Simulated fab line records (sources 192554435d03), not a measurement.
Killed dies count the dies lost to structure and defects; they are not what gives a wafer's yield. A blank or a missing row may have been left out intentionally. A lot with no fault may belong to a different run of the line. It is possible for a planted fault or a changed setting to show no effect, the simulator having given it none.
fab line records	flow n5Finfet
[record] lots = 24	wafers = 72	lastDay = 17
route steps=1938 shown ZERO_LAYER@19 WELL_APT@29 PMOS_HMC_CHANNEL_EPI@70 FIN_SAQP@121
lots that met no fault: from a run of the same line without faults
startH: start of the lot's first displayed wafer, in hours after the record's first day	waitH: time in hours since the lot's previous step	" the same as in the row above	L1.1+2: a single row standing in for several wafers	- no value, or no start was given	* or withheld: withheld	< > ~ a bound
route shown NAME@n: names a module that has steps shown in the file, with the first one's number in the route	usual: mean/standard deviation taken from wafers without a fault	same: alike in all rows	chamber/n: place in a boat	sites: the reading at each site	_std_site: how widely they spread, as a standard deviation	_edge_site: mean of outer sites minus mean of inner sites	radiusMm: how far each site lies from the wafer's centre	mask NAME#n: copy n	behind: the last tool/chamber to shape the wafer	hold: why the lot was held/for how many hours/how that ended	device: whichever transistor did not switch (one of n, p or np)	end of line: the same wafers' tests at the end of the route	a step given without rows: its recipe and nothing more	killed: at the first sort, the dies lost to defects and structure; wafer yield is something else	map: a wafer's dies, marking killed ones x, the rest . and places with no die _
set.NAME: the setting that was run; set.NAME@STEP: the one run at that earlier step	model.NAME: the simulator's own value behind a step, which no gauge read
a sample of lots followed through the steps of the route, with each step as a table and each wafer as a row
services: the hour from which a tool's chamber was out of use, counted from the record's first day as startH (under 0 if before that day), plus the number of hours and why
[[steps]]
[step N5_ZERO_LAYER_INSPECT_20]
[recipe] inspectInstrument = darkfield	mode = postClean
[usual] rawDefectCount = 39/19
lot.wafer	tool	chamber	startH	waitH	rawDefectCount
L074.1	defectInspect-02	-	13.29	0.0	40
L074.3	"	-	"	"	37
L074.5	"	-	"	"	27
L075.2	defectInspect-02	-	19.43	0.0	58
L075.5	"	-	"	"	35
L075.6	"	-	"	"	32
L076.3	defectInspect-01	-	25.41	0.0	32
L076.4	"	-	"	"	28
L076.6	"	-	"	"	44
L077.2	defectInspect-02	-	31.40	0.0	73
L077.4	"	-	"	"	72
L077.6	"	-	"	"	52
L078.4	defectInspect-01	-	37.69	0.0	70
L078.5	"	-	"	"	40
L078.6	"	-	"	"	46
L079.1	defectInspect-01	-	43.60	0.0	19
L079.3	"	-	"	"	44
L079.5	"	-	"	"	38
L080.2	defectInspect-01	-	49.55	0.0	13
L080.3	"	-	"	"	43
L080.6	"	-	"	"	15
L081.1	defectInspect-02	-	55.34	0.0	36
L081.4	"	-	"	"	55
L081.5	"	-	"	"	44
L082.2	defectInspect-01	-	62.04	0.0	26
L082.4	"	-	"	"	26
L082.5	"	-	"	"	11
L083.1	defectInspect-01	-	67.39	0.0	39
L083.3	"	-	"	"	37
L083.4	"	-	"	"	50
L084.1	defectInspect-02	-	73.55	0.0	38
L084.2	"	-	"	"	15
L084.4	"	-	"	"	18
L085.2	defectInspect-01	-	79.38	0.0	64
L085.3	"	-	"	"	17
L085.6	"	-	"	"	17
L086.2	defectInspect-02	-	85.59	0.0	58
L086.4	"	-	"	"	80
L086.5	"	-	"	"	43
L087.1	defectInspect-02	-	91.46	0.0	22
L087.5	"	-	"	"	19
L087.6	"	-	"	"	39
L088.4	defectInspect-02	-	97.26	0.0	72
L088.5	"	-	"	"	100
L088.6	"	-	"	"	82
L089.2	defectInspect-02	-	103.47	0.0	21
L089.5	"	-	"	"	18
L089.6	"	-	"	"	24
L090.2	defectInspect-01	-	109.43	0.0	41
L090.3	"	-	"	"	29
L090.5	"	-	"	"	30
L091.2	defectInspect-01	-	115.28	0.0	31
L091.5	"	-	"	"	21
L091.6	"	-	"	"	34
L092.2	defectInspect-02	-	121.42	0.0	32
L092.4	"	-	"	"	26
L092.5	"	-	"	"	47
L093.2	defectInspect-02	-	127.28	0.0	50
L093.3	"	-	"	"	33
L093.6	"	-	"	"	17
L094.2	defectInspect-02	-	133.32	0.0	41
L094.3	"	-	"	"	51
L094.5	"	-	"	"	44
L095.2	defectInspect-01	-	139.40	0.0	54
L095.4	"	-	"	"	37
L095.5	"	-	"	"	32
L096.1	defectInspect-01	-	145.39	0.0	34
L096.4	"	-	"	"	42
L096.6	"	-	"	"	30
L097.3	defectInspect-01	-	151.40	0.0	25
L097.4	"	-	"	"	35
L097.6	"	-	"	"	39
[step N5_WELL_APT_OVL_MEAS_09]
[recipe] pointsPerWafer = 44
[usual] NWELL_OVL = 1/4.4
lot.wafer	tool	chamber	startH	waitH	NWELL_OVL[nm]
L074.1	overlay-01	0	13.75	0.0	1
L074.3	"	0	"	"	-7
L074.5	"	0	"	"	-5
L075.2	overlay-01	0	19.76	0.0	3
L075.5	"	0	"	"	-2
L075.6	"	0	"	"	5
L076.3	overlay-02	0	25.75	0.0	5
L076.4	"	0	"	"	-2
L076.6	"	0	"	"	1
L077.2	overlay-01	0	31.74	0.0	-3
L077.4	"	0	"	"	4
L077.6	"	0	"	"	2
L078.4	overlay-01	0	38.14	0.0	7
L078.5	"	0	"	"	6
L078.6	"	0	"	"	0
L079.1	overlay-01	0	43.93	0.0	-6
L079.3	"	0	"	"	-6
L079.5	"	0	"	"	-5
L080.2	overlay-01	0	50.01	0.0	0
L080.3	"	0	"	"	2
L080.6	"	0	"	"	3
L081.1	overlay-01	0	55.67	0.0	1
L081.4	"	0	"	"	-2
L081.5	"	0	"	"	8
L082.2	overlay-01	0	62.37	0.0	10
L082.4	"	0	"	"	4
L082.5	"	0	"	"	7
L083.1	overlay-01	0	67.73	0.0	0
L083.3	"	0	"	"	0
L083.4	"	0	"	"	4
L084.1	overlay-01	0	73.88	0.0	5
L084.2	"	0	"	"	2
L084.4	"	0	"	"	10
L085.2	overlay-01	0	79.71	0.0	-8
L085.3	"	0	"	"	-1
L085.6	"	0	"	"	-5
L086.2	overlay-01	0	86.05	0.0	5
L086.4	"	0	"	"	6
L086.5	"	0	"	"	5
L087.1	overlay-01	0	91.91	0.0	0
L087.5	"	0	"	"	-5
L087.6	"	0	"	"	5
L088.4	overlay-02	0	97.72	0.0	1
L088.5	"	0	"	"	0
L088.6	"	0	"	"	4
L089.2	overlay-02	0	103.93	0.0	-1
L089.5	"	0	"	"	-4
L089.6	"	0	"	"	3
L090.2	overlay-02	0	109.76	0.0	4
L090.3	"	0	"	"	1
L090.5	"	0	"	"	2
L091.2	overlay-02	0	115.74	0.0	7
L091.5	"	0	"	"	5
L091.6	"	0	"	"	6
L092.2	overlay-02	0	121.87	0.0	1
L092.4	"	0	"	"	-6
L092.5	"	0	"	"	-13
L093.2	overlay-01	0	127.62	0.0	7
L093.3	"	0	"	"	5
L093.6	"	0	"	"	3
L094.2	overlay-02	0	133.65	0.0	11
L094.3	"	0	"	"	4
L094.5	"	0	"	"	8
L095.2	overlay-01	0	139.86	0.0	3
L095.4	"	0	"	"	2
L095.5	"	0	"	"	5
L096.1	overlay-02	0	145.85	0.0	0
L096.4	"	0	"	"	4
L096.6	"	0	"	"	0
L097.3	overlay-02	0	151.74	0.0	0
L097.4	"	0	"	"	3
L097.6	"	0	"	"	-3
[step N5_WELL_APT_RTA_34]
[recipe] tempC = 1000	timeS = 10	ambient = N2	idleTempC = 600	rampUpCPerS = 150	rampDownCPerS = 60	coolToC = 600
[usual] lampPowerPct = 13.01/0.051	lamp_zone_3_pct = 13.00/0.035	wafer_temp_C_max = 1003.6/1
lot.wafer	tool	chamber	startH	waitH	lampPowerPct	lamp_zone_3_pct	wafer_temp_C_max
L074.1	rtpAnneal-01	0	15.85	0.0	13.02	12.99	1003.1
L074.3	"	0	"	"	13.03	13.04	1003.8
L074.5	"	0	"	"	13.04	13.02	1004.3
L075.2	rtpAnneal-02	0	21.74	0.0	12.96	12.98	1002.6
L075.5	"	0	"	"	13.03	13.00	1002.6
L075.6	"	0	"	"	13.06	12.98	1004.6
L076.3	rtpAnneal-02	0	28.79	0.5	13.06	13.02	1005.7
L076.4	"	0	"	"	13.00	13.02	1003.2
L076.6	"	0	"	"	12.91	13.02	1002.4
L077.2	rtpAnneal-02	0	33.93	0.1	13.04	12.97	1003.9
L077.4	"	0	"	"	12.91	13.00	1004.1
L077.6	"	0	"	"	13.01	12.96	1003.4
L078.4	rtpAnneal-01	0	40.54	0.2	13.00	12.99	1003.3
L078.5	"	0	"	"	13.05	12.99	1004.3
L078.6	"	0	"	"	12.97	12.98	1001.9
L079.1	rtpAnneal-02	0	47.36	0.0	12.93	12.95	1003.6
L079.3	"	0	"	"	12.99	13.03	1003.7
L079.5	"	0	"	"	13.00	13.01	1002.4
L080.2	rtpAnneal-01	0	52.25	0.2	13.10	12.98	1003.8
L080.3	"	0	"	"	13.03	12.98	1003.6
L080.6	"	0	"	"	13.03	12.96	1004.2
L081.1	rtpAnneal-01	0	57.75	0.0	13.04	13.03	1004.2
L081.4	"	0	"	"	13.03	13.03	1002.7
L081.5	"	0	"	"	13.03	12.92	1004.8
L082.2	rtpAnneal-02	0	64.69	0.0	13.17	13.01	1004.0
L082.4	"	0	"	"	13.07	13.02	1003.7
L082.5	"	0	"	"	12.95	12.96	1004.0
L083.1	rtpAnneal-02	0	70.63	0.0	13.04	12.94	1003.1
L083.3	"	0	"	"	13.05	12.98	1003.4
L083.4	"	0	"	"	13.05	12.96	1002.4
L084.1	rtpAnneal-01	0	76.19	0.0	13.02	13.00	1003.3
L084.2	"	0	"	"	13.01	13.01	1004.9
L084.4	"	0	"	"	13.04	13.02	1002.6
L085.2	rtpAnneal-01	0	82.73	0.2	12.96	12.97	1002.7
L085.3	"	0	"	"	13.07	13.02	1003.8
L085.6	"	0	"	"	13.04	13.03	1004.8
L086.2	rtpAnneal-02	0	88.13	0.0	12.92	13.03	1004.4
L086.4	"	0	"	"	12.97	13.02	1003.1
L086.5	"	0	"	"	13.03	13.01	1004.1
L087.1	rtpAnneal-01	0	94.06	0.0	13.06	12.99	1002.8
L087.5	"	0	"	"	12.98	13.03	1001.6
L087.6	"	0	"	"	12.97	12.96	1004.3
L088.4	rtpAnneal-02	0	99.91	0.2	13.00	12.96	1005.2
L088.5	"	0	"	"	13.03	13.00	1003.8
L088.6	"	0	"	"	12.95	12.99	1002.2
L089.2	rtpAnneal-01	0	106.17	0.0	12.89	12.96	1003.4
L089.5	"	0	"	"	13.00	13.02	1003.0
L089.6	"	0	"	"	13.04	13.03	1005.9
L090.2	rtpAnneal-01	0	112.00	0.1	13.00	13.03	1005.3
L090.3	"	0	"	"	13.06	13.01	1002.9
L090.5	"	0	"	"	12.96	12.97	1003.2
L091.2	rtpAnneal-01	0	117.93	0.2	12.91	12.99	1001.3
L091.5	"	0	"	"	12.93	13.03	1003.2
L091.6	"	0	"	"	13.02	12.98	1004.4
L092.2	rtpAnneal-01	0	125.00	0.0	13.00	13.03	1005.3
L092.4	"	0	"	"	12.98	12.99	1004.8
L092.5	"	0	"	"	12.97	13.02	1002.2
L093.2	rtpAnneal-02	0	129.68	0.0	13.03	12.98	1003.2
L093.3	"	0	"	"	13.10	12.96	1005.1
L093.6	"	0	"	"	13.10	13.09	1002.8
L094.2	rtpAnneal-02	0	135.92	0.0	12.98	13.00	1003.8
L094.3	"	0	"	"	12.94	13.06	1003.7
L094.5	"	0	"	"	13.00	12.96	1005.8
L095.2	rtpAnneal-02	0	142.17	0.3	13.05	12.96	1004.0
L095.4	"	0	"	"	13.07	12.96	1002.5
L095.5	"	0	"	"	12.96	12.92	1003.0
L096.1	rtpAnneal-02	0	148.90	0.2	13.06	13.05	1002.4
L096.4	"	0	"	"	13.11	12.96	1003.7
L096.6	"	0	"	"	12.98	13.04	1004.0
L097.3	rtpAnneal-01	0	153.96	0.1	13.07	13.02	1002.4
L097.4	"	0	"	"	12.99	13.02	1002.0
L097.6	"	0	"	"	13.00	12.99	1000.8
[step N5_WELL_APT_INSPECT_38]
[recipe] inspectInstrument = darkfield	mode = postEpi
[usual] rawDefectCount = 12/5.5
lot.wafer	tool	chamber	startH	waitH	rawDefectCount
L074.1	defectInspect-01	-	16.72	0.5	10
L074.3	"	-	"	"	10
L074.5	"	-	"	"	11
L075.2	defectInspect-02	-	22.59	0.4	16
L075.5	"	-	"	"	18
L075.6	"	-	"	"	7
L076.3	defectInspect-01	-	29.63	0.3	6
L076.4	"	-	"	"	8
L076.6	"	-	"	"	6
L077.2	defectInspect-02	-	34.78	0.4	10
L077.4	"	-	"	"	8
L077.6	"	-	"	"	14
L078.4	defectInspect-02	-	41.36	0.2	10
L078.5	"	-	"	"	11
L078.6	"	-	"	"	10
L079.1	defectInspect-02	-	48.25	0.5	26
L079.3	"	-	"	"	21
L079.5	"	-	"	"	10
L080.2	defectInspect-01	-	53.11	0.4	6
L080.3	"	-	"	"	24
L080.6	"	-	"	"	17
L081.1	defectInspect-02	-	58.62	0.5	17
L081.4	"	-	"	"	10
L081.5	"	-	"	"	4
L082.2	defectInspect-02	-	65.55	0.4	12
L082.4	"	-	"	"	18
L082.5	"	-	"	"	15
L083.1	defectInspect-01	-	71.66	0.5	16
L083.3	"	-	"	"	17
L083.4	"	-	"	"	14
L084.1	defectInspect-01	-	77.08	0.6	7
L084.2	"	-	"	"	9
L084.4	"	-	"	"	7
L085.2	defectInspect-02	-	83.58	0.4	9
L085.3	"	-	"	"	11
L085.6	"	-	"	"	13
L086.2	defectInspect-02	-	88.98	0.4	6
L086.4	"	-	"	"	22
L086.5	"	-	"	"	21
L087.1	defectInspect-01	-	94.93	0.5	8
L087.5	"	-	"	"	21
L087.6	"	-	"	"	16
L088.4	defectInspect-01	-	100.72	0.2	6
L088.5	"	-	"	"	4
L088.6	"	-	"	"	12
L089.2	defectInspect-02	-	107.04	0.4	13
L089.5	"	-	"	"	5
L089.6	"	-	"	"	14
L090.2	defectInspect-01	-	112.96	0.4	16
L090.3	"	-	"	"	12
L090.5	"	-	"	"	19
L091.2	defectInspect-02	-	118.80	0.4	5
L091.5	"	-	"	"	3
L091.6	"	-	"	"	12
L092.2	defectInspect-01	-	125.86	0.4	20
L092.4	"	-	"	"	16
L092.5	"	-	"	"	16
L093.2	defectInspect-01	-	130.74	0.6	13
L093.3	"	-	"	"	27
L093.6	"	-	"	"	16
L094.2	defectInspect-02	-	136.97	0.6	12
L094.3	"	-	"	"	3
L094.5	"	-	"	"	17
L095.2	defectInspect-01	-	143.02	0.4	20
L095.4	"	-	"	"	12
L095.5	"	-	"	"	16
L096.1	defectInspect-01	-	149.98	0.7	10
L096.4	"	-	"	"	10
L096.6	"	-	"	"	9
L097.3	defectInspect-02	-	154.79	0.3	14
L097.4	"	-	"	"	16
L097.6	"	-	"	"	11
[step N5_PMOS_HMC_CHANNEL_EPI_HM_OPEN_15]
[recipe] chemistry = CHF3/O2	target = SiO2	maskMaterial = CAR-ArF-block	targetDepthA = 406	CHF3_flow_sccm = 50	O2_flow_sccm = 5	Ar_flow_sccm = 200	timeS = 20.3	pressureMtorr = 30	sourceW = 650	biasW = 170	ionEnergyEv = 200
[usual] drypumpMotorCurrentA = 5.9/0.59	oesProductAu = 0.79/0.087	rfFwdPowerW = 645.2/2.5	rfVppV = 522/16	showerheadPlenumPTorr = 2.40/0.072	throttleValvePct = 18.77/0.29
lot.wafer	tool	chamber	startH	waitH	drypumpMotorCurrentA	oesProductAu	rfFwdPowerW	rfHoursCounterH	rfVppV	showerheadPlenumPTorr	throttleValvePct
L074.1	rieDiel-01	3	17.42	0.0	6.2	0.76	646.6	134	515	2.40	18.50
L074.3	"	1	"	"	6.3	0.68	642.3	249	497	2.49	19.36
L074.5	"	0	"	"	5.1	0.68	643.2	-	529	2.35	18.73
L075.2	rieDiel-04	1	23.07	0.0	5.0	0.71	643.1	239	515	2.48	19.18
L075.5	"	2	"	"	5.8	0.77	642.8	-	531	2.32	18.59
L075.6	"	1	"	"	5.0	0.70	648.4	-	514	2.48	19.18
L076.3	rieDiel-04	0	30.24	0.0	6.1	0.76	645.8	134	561	2.51	18.93
L076.4	"	3	"	"	6.6	0.85	647.4	83	525	2.33	18.50
L076.6	"	2	"	"	5.7	0.76	644.7	-	529	2.32	18.59
L077.2	rieDiel-04	3	36.08	0.0	6.6	0.86	646.2	86	526	2.33	18.49
L077.4	"	0	"	"	6.1	0.76	644.9	137	561	2.51	18.94
L077.6	"	1	"	"	5.0	0.70	647.0	-	514	2.48	19.19
L078.4	rieDiel-01	2	42.03	0.0	6.8	0.83	646.2	-	529	2.33	18.34
L078.5	"	2	"	"	6.8	0.83	643.9	-	529	2.33	18.35
L078.6	"	0	"	"	5.1	0.67	644.0	-	529	2.35	18.75
L079.1	rieDiel-02	0	48.88	0.0	5.5	0.71	644.7	205	497	2.48	19.14
L079.3	"	1	"	"	5.4	0.79	649.1	123	523	2.42	18.77
L079.5	"	0	"	"	5.5	0.72	646.1	-	496	2.48	19.14
L080.2	rieDiel-01	1	53.59	0.0	6.3	0.96	645.1	3	498	2.48	19.04
L080.3	"	3	"	"	6.3	0.77	649.7	142	516	2.40	18.50
L080.6	"	2	"	"	6.8	0.82	648.0	-	528	2.33	18.37
L081.1	rieDiel-01	3	59.41	0.0	6.2	0.76	645.7	144	515	2.40	18.53
L081.4	"	2	"	"	6.8	0.83	643.0	-	529	2.32	18.37
L081.5	"	3	"	"	6.2	0.77	641.7	-	518	2.40	18.53
L082.2	rieDiel-02	1	66.15	0.0	5.4	0.79	647.1	129	524	2.42	18.79
L082.4	"	0	"	"	5.6	0.71	645.4	-	495	2.48	19.15
L082.5	"	2	"	"	6.2	0.68	647.3	-	506	2.28	19.04
L083.1	rieDiel-01	0	72.15	0.0	5.1	0.98	647.5	3	528	2.35	18.37
L083.3	"	3	"	"	6.3	0.76	644.5	148	518	2.40	18.52
L083.4	"	1	"	"	6.3	0.94	643.1	8	500	2.48	19.04
L084.1	rieDiel-01	3	77.69	0.0	6.3	0.76	646.4	149	517	2.39	18.54
L084.2	"	2	"	"	6.8	0.82	650.7	94	529	2.32	18.35
L084.4	"	0	"	"	5.1	0.97	643.2	5	528	2.35	18.35
L085.2	rieDiel-04	2	84.19	0.0	5.7	0.75	643.7	136	529	2.31	18.63
L085.3	"	0	"	"	6.1	0.74	646.7	151	562	2.51	18.95
L085.6	"	2	"	"	5.7	0.74	642.5	-	529	2.31	18.62
L086.2	rieDiel-01	1	89.66	0.0	6.3	0.91	647.3	14	499	2.48	19.06
L086.4	"	2	"	"	6.8	0.82	646.2	97	528	2.32	18.38
L086.5	"	0	"	"	5.1	0.95	644.9	-	530	2.34	18.36
L087.1	rieDiel-04	0	95.54	0.0	6.1	0.75	645.7	154	561	2.51	18.97
L087.5	"	3	"	"	6.7	0.84	647.6	-	524	2.32	18.53
L087.6	"	0	"	"	6.1	0.74	645.6	-	561	2.51	18.96
L088.4	rieDiel-04	3	101.78	0.0	6.7	0.83	645.6	106	524	2.32	18.53
L088.5	"	2	"	"	5.6	0.74	643.3	-	530	2.31	18.64
L088.6	"	1	"	"	5.0	0.94	648.3	-	512	2.47	18.82
L089.2	rieDiel-02	3	108.07	0.0	6.0	0.73	646.0	151	534	2.40	19.16
L089.5	"	3	"	"	6.0	0.72	645.6	-	535	2.40	19.16
L089.6	"	1	"	"	5.3	0.77	646.6	-	523	2.42	18.80
L090.2	rieDiel-02	1	113.58	0.0	5.3	0.77	645.8	144	523	2.42	18.81
L090.3	"	3	"	"	6.0	0.72	644.4	153	535	2.40	19.17
L090.5	"	1	"	"	5.4	0.76	648.5	-	523	2.42	18.81
L091.2	rieDiel-01	2	120.05	0.0	6.8	0.81	646.6	106	530	2.32	18.38
L091.5	"	0	"	"	5.1	0.93	647.6	-	529	2.34	18.38
L091.6	"	3	"	"	6.2	0.74	647.9	-	516	2.39	18.54
L092.2	rieDiel-02	1	126.45	0.0	5.3	0.76	646.6	149	524	2.41	18.83
L092.4	"	1	"	"	5.3	0.76	646.5	-	523	2.41	18.82
L092.5	"	0	"	"	5.6	0.69	644.4	-	498	2.47	19.17
L093.2	rieDiel-04	3	131.35	0.0	6.6	0.82	643.9	116	527	2.32	18.55
L093.3	"	0	"	"	6.1	0.73	646.8	164	560	2.50	18.98
L093.6	"	2	"	"	5.7	0.74	641.5	-	529	2.30	18.65
L094.2	rieDiel-02	2	137.67	0.0	6.2	0.96	642.9	4	513	2.57	18.69
L094.3	"	3	"	"	6.0	0.72	649.6	163	533	2.40	19.16
L094.5	"	0	"	"	5.6	0.69	644.9	-	497	2.47	19.19
L095.2	rieDiel-04	2	143.50	0.0	5.7	0.74	637.8	156	527	2.30	18.65
L095.4	"	1	"	"	5.0	0.90	650.1	-	512	2.47	18.86
L095.5	"	2	"	"	5.7	0.73	638.2	-	528	2.30	18.66
L096.1	rieDiel-01	0	150.72	0.0	5.1	0.90	644.6	27	530	2.34	18.38
L096.4	"	1	"	"	6.4	0.88	644.6	34	498	2.47	19.10
L096.6	"	2	"	"	6.8	0.80	647.4	-	529	2.31	18.40
L097.3	rieDiel-04	3	155.94	0.0	6.7	0.80	641.4	126	525	2.31	18.56
L097.4	"	0	"	"	6.1	0.73	643.4	168	561	2.50	18.98
L097.6	"	1	"	"	5.0	0.88	644.5	-	514	2.46	18.84
[step N5_FIN_SAQP_STRIP_55]
[recipe] chemistry = N2/H2	powerW = 500	tempC = 40	pressureMtorr = 50	rfFrequencyHz = 6e+07	overashFraction = 0.3	biasPowerW = 28	h2Frac = 0.5	n2FlowSccm = 300	h2FlowSccm = 300
[usual] drypumpMotorCurrentA = 5.5/0.5	n2FlowSccm = 300.0/0.91	oesProductAu = 0.78/0.1	rfVppV = 121.9/1.3	showerheadPlenumPTorr = 3.36/0.097	throttleValvePct = 19.1/0.42
lot.wafer	tool	chamber	startH	waitH	drypumpMotorCurrentA	n2FlowSccm	oesProductAu	rfHoursCounterH	rfVppV	showerheadPlenumPTorr	throttleValvePct
L074.1	rieDiel-06	1	22.10	0.1	5.9	298.8	0.71	170	125.2	3.30	18.9
L074.3	"	0	"	"	5.3	299.2	0.67	240	122.2	3.46	19.2
L074.5	"	1	"	"	5.9	298.9	0.71	-	121.8	3.31	18.9
L075.2	rieDiel-03	3	28.17	0.1	5.5	301.2	0.74	176	118.9	3.51	19.5
L075.5	"	3	"	"	5.5	300.2	0.73	-	121.9	3.51	19.5
L075.6	"	0	"	"	6.3	300.0	0.70	-	122.3	3.33	19.4
L076.3	rieDiel-05	2	35.22	0.1	4.8	299.4	0.80	109	122.1	3.22	19.1
L076.4	"	0	"	"	5.9	300.7	0.70	247	122.0	3.28	18.8
L076.6	"	2	"	"	4.8	299.3	0.78	-	121.1	3.23	19.1
L077.2	rieDiel-03	0	40.57	0.1	6.3	300.8	0.71	225	120.5	3.33	19.3
L077.4	"	2	"	"	5.8	299.8	0.67	243	123.6	3.47	20.1
L077.6	"	3	"	"	5.5	299.9	0.74	-	123.2	3.51	19.5
L078.4	rieDiel-05	2	46.57	0.1	4.9	300.7	0.78	-	121.5	3.22	19.1
L078.5	"	1	"	"	5.1	300.4	0.68	-	121.9	3.44	19.1
L078.6	"	3	"	"	6.1	300.9	0.74	-	123.6	3.37	19.3
L079.1	rieDiel-06	3	53.55	0.1	4.9	300.1	0.70	160	123.1	3.49	18.8
L079.3	"	2	"	"	4.7	300.2	0.71	205	120.2	3.31	18.9
L079.5	"	3	"	"	4.8	301.6	0.73	-	122.7	3.49	18.8
L080.2	rieDiel-06	3	58.45	0.1	4.8	299.1	0.72	162	122.2	3.49	18.8
L080.3	"	1	"	"	5.9	300.5	0.71	184	120.8	3.30	18.9
L080.6	"	3	"	"	4.8	300.4	0.72	-	122.0	3.49	18.8
L081.1	rieDiel-05	3	64.01	0.1	6.1	299.5	0.73	155	123.2	3.37	19.3
L081.4	"	2	"	"	4.8	300.5	0.79	120	120.2	3.22	19.1
L081.5	"	0	"	"	5.9	298.4	1.00	-	121.4	3.28	18.3
L082.2	rieDiel-03	1	71.29	0.2	5.9	300.4	0.69	230	121.9	3.30	19.1
L082.4	"	1	"	"	5.9	300.5	0.70	-	122.8	3.30	19.1
L082.5	"	0	"	"	6.3	298.2	0.70	-	123.6	3.32	19.4
L083.1	rieDiel-05	2	76.77	0.1	4.9	299.0	0.77	125	121.1	3.22	19.1
L083.3	"	0	"	"	5.9	301.4	0.98	7	123.3	3.27	18.3
L083.4	"	0	"	"	5.9	301.1	0.96	-	119.1	3.27	18.3
L084.1	rieDiel-05	3	82.76	0.1	6.1	300.1	0.72	163	120.4	3.36	19.4
L084.2	"	0	"	"	5.9	300.0	0.95	11	122.4	3.27	18.3
L084.4	"	0	"	"	5.9	300.7	0.94	-	120.6	3.27	18.3
L085.2	rieDiel-05	3	89.12	0.1	6.1	301.4	0.73	165	121.9	3.36	19.3
L085.3	"	0	"	"	5.9	299.3	0.96	13	121.4	3.27	18.4
L085.6	"	1	"	"	5.1	300.6	0.95	-	121.7	3.43	18.6
L086.2	rieDiel-03	2	96.92	0.1	5.8	300.3	0.98	3	122.6	3.47	19.8
L086.4	"	1	"	"	5.9	298.1	0.67	-	121.2	3.29	19.1
L086.5	"	3	"	"	5.5	301.1	0.72	-	123.0	3.50	19.6
L087.1	rieDiel-05	2	103.97	0.1	4.8	300.1	0.76	136	122.8	3.21	19.1
L087.5	"	1	"	"	5.1	299.9	0.92	-	120.4	3.43	18.6
L087.6	"	2	"	"	4.9	298.8	0.77	-	120.0	3.21	19.1
L088.4	rieDiel-03	3	107.55	0.1	5.5	300.6	0.73	-	122.1	3.49	19.6
L088.5	"	1	"	"	5.9	299.9	0.68	-	121.5	3.29	19.1
L088.6	"	2	"	"	5.8	299.0	0.96	-	122.1	3.46	19.8
L089.2	rieDiel-03	3	112.72	0.1	5.5	299.8	0.74	212	121.2	3.49	19.6
L089.5	"	3	"	"	5.5	299.7	0.73	-	122.7	3.49	19.6
L089.6	"	2	"	"	5.8	299.4	0.96	-	121.2	3.46	19.8
L090.2	rieDiel-05	3	120.34	0.2	6.1	298.9	0.71	177	123.0	3.36	19.4
L090.3	"	0	"	"	5.9	299.7	0.91	24	122.3	3.27	18.4
L090.5	"	2	"	"	4.8	300.4	0.76	-	119.7	3.21	19.1
L091.2	rieDiel-03	2	126.17	0.2	5.8	300.8	0.94	16	121.8	3.46	19.9
L091.5	"	2	"	"	5.8	299.5	0.93	-	120.8	3.46	19.8
L091.6	"	3	"	"	5.5	300.8	0.73	-	123.6	3.49	19.6
L092.2	rieDiel-06	1	131.63	0.1	5.9	297.9	0.69	212	124.1	3.28	18.9
L092.4	"	2	"	"	4.7	299.2	0.69	236	121.1	3.29	19.0
L092.5	"	0	"	"	5.3	300.2	0.92	-	122.4	3.45	18.9
L093.2	rieDiel-05	0	136.27	0.1	5.9	298.9	0.90	29	122.8	3.26	18.4
L093.3	"	3	"	"	6.1	300.0	0.72	183	119.9	3.35	19.4
L093.6	"	2	"	"	4.8	301.9	0.75	-	121.3	3.20	19.2
L094.2	rieDiel-03	3	142.23	0.1	5.5	299.0	0.71	227	123.7	3.49	19.6
L094.3	"	2	"	"	5.8	299.5	0.91	24	123.4	3.45	19.8
L094.5	"	3	"	"	5.5	299.4	0.71	-	121.8	3.49	19.6
L095.2	rieDiel-05	0	149.48	0.2	5.9	299.0	0.89	34	120.8	3.26	18.4
L095.4	"	3	"	"	6.1	300.2	0.70	189	121.6	3.35	19.4
L095.5	"	3	"	"	6.1	301.8	0.71	-	123.2	3.35	19.4
L096.1	rieDiel-03	3	155.61	0.4	5.5	298.4	0.70	233	122.6	3.48	19.6
L096.4	"	3	"	"	5.5	300.3	0.70	-	120.8	3.48	19.6
L096.6	"	1	"	"	5.9	299.4	0.97	-	124.0	3.28	18.7
L097.3	rieDiel-06	3	160.86	0.1	4.9	298.7	0.69	200	123.6	3.47	18.8
L097.4	"	1	"	"	5.9	299.9	0.68	223	120.2	3.28	18.9
L097.6	"	2	"	"	4.7	300.6	0.69	-	121.6	3.29	19.0
[[services]]
tool	chamber	startH	hours	kind
rieDiel-02	2	-7.07	13.7	repair
rieDiel-03	-	-0.72	2.8	pm
rieDiel-06	-	9.96	2.8	pm
rieDiel-02	1	29.51	5.5	repair
rieDiel-01	3	31.66	14.4	repair
rieDiel-01	-	38.35	2.0	repair
rieDiel-05	0	42.73	-	clean
rieDiel-05	0	42.73	-	consumableReplace:focusRing
rieDiel-05	0	42.73	14.6	scheduledDown
rieDiel-05	0	42.73	14.6	ventCycle
rieDiel-02	3	63.87	10.9	repair
rieDiel-05	1	69.95	-	clean
rieDiel-05	1	69.95	-	consumableReplace:focusRing
rieDiel-02	3	75.88	2.6	repair
rieDiel-03	0	77.63	53.1	repair
rieDiel-03	2	97.15	3.3	repair
rieDiel-06	0	100.78	9.1	repair
rieDiel-04	2	114.20	1.9	repair
rieDiel-06	-	119.48	4.4	repair
rieDiel-06	0	124.63	1.7	repair
rieDiel-04	-	131.63	0.8	repair
rieDiel-04	0	132.51	11.9	repair
rieDiel-02	1	156.55	15.9	repair
rieDiel-03	-	158.24	0.4	repair
[[key]]
fault none
